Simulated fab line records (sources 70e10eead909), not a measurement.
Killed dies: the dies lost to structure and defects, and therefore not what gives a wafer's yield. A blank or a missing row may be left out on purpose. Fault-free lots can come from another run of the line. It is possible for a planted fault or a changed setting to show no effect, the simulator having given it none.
Chamber matching + flow nand-harc + 4 sister chambers for NHARC_P_ZERO_WELL_DESCUM_13 on rie-diel-01
The step chemistry O2, time 3 s. 8 wafers are shown with their chamber, then 12 later ones without.

WAFERS, EACH WITH ITS CHAMBER
| wafer  | chamber | drypump-motor-current-A (A) | showerhead-plenum-p-Torr (Torr) |
|--------|---------|-----------------------------|---------------------------------|
| L086.6 | 0       | 5.7                         | 1.90                            |
| L087.3 | 0       | 5.6                         | 1.89                            |
| L088.2 | 1       | 4.8                         | 1.98                            |
| L088.4 | 3       | 5.3                         | 1.83                            |
| L088.5 | 2       | 5.9                         | 1.82                            |
| L089.3 | 3       | 5.3                         | 1.83                            |
| L089.5 | 2       | 5.9                         | 1.82                            |
| L089.6 | 1       | 4.8                         | 1.98                            |

WAFERS MISSING THEIR CHAMBER
| wafer  | drypump-motor-current-A (A) | showerhead-plenum-p-Torr (Torr) |
|--------|-----------------------------|---------------------------------|
| L091.2 | 5.3                         | 1.82                            |
| L091.3 | 5.7                         | 1.89                            |
| L091.4 | 4.8                         | 1.98                            |
| L094.2 | 5.3                         | 1.82                            |
| L094.4 | 5.7                         | 1.89                            |
| L094.5 | 5.2                         | 1.82                            |
| L095.1 | 4.8                         | 1.97                            |
| L095.2 | 5.7                         | 1.89                            |
| L095.4 | 5.9                         | 1.82                            |
| L097.1 | 4.8                         | 1.97                            |
| L097.2 | 5.3                         | 1.82                            |
| L097.5 | 5.7                         | 1.89                            |

EACH ONE'S CHAMBER
| wafer  | from the rows above | in truth |
|--------|---------------------|----------|
| L091.2 | 3                   | 3        |
| L091.3 | 0                   | 0        |
| L091.4 | 1                   | 1        |
| L094.2 | 3                   | 3        |
| L094.4 | 0                   | 0        |
| L094.5 | 3                   | 3        |
| L095.1 | 1                   | 1        |
| L095.2 | 0                   | 0        |
| L095.4 | 2                   | 2        |
| L097.1 | 1                   | 1        |
| L097.2 | 3                   | 3        |
| L097.5 | 0                   | 0        |
Placed correctly: 12 of 12. Not placeable from these rows: 0. 0 placed wrongly.
How it was worked out, from the rows above alone: a wafer's distance from a chamber is the root of the sum, over the readings, of the square of ((its reading less the chamber's mean) divided by the reading's scatter). If the next closest chamber is less than 2 further off than the closest, the wafer can't be placed; otherwise it belongs to the closest. A chamber's mean is the mean of its shown wafers. How the scatter is found: for the shown wafers, subtract from each reading the mean of its chamber, square and add these, divide the total by (wafers less chambers), then take the root.
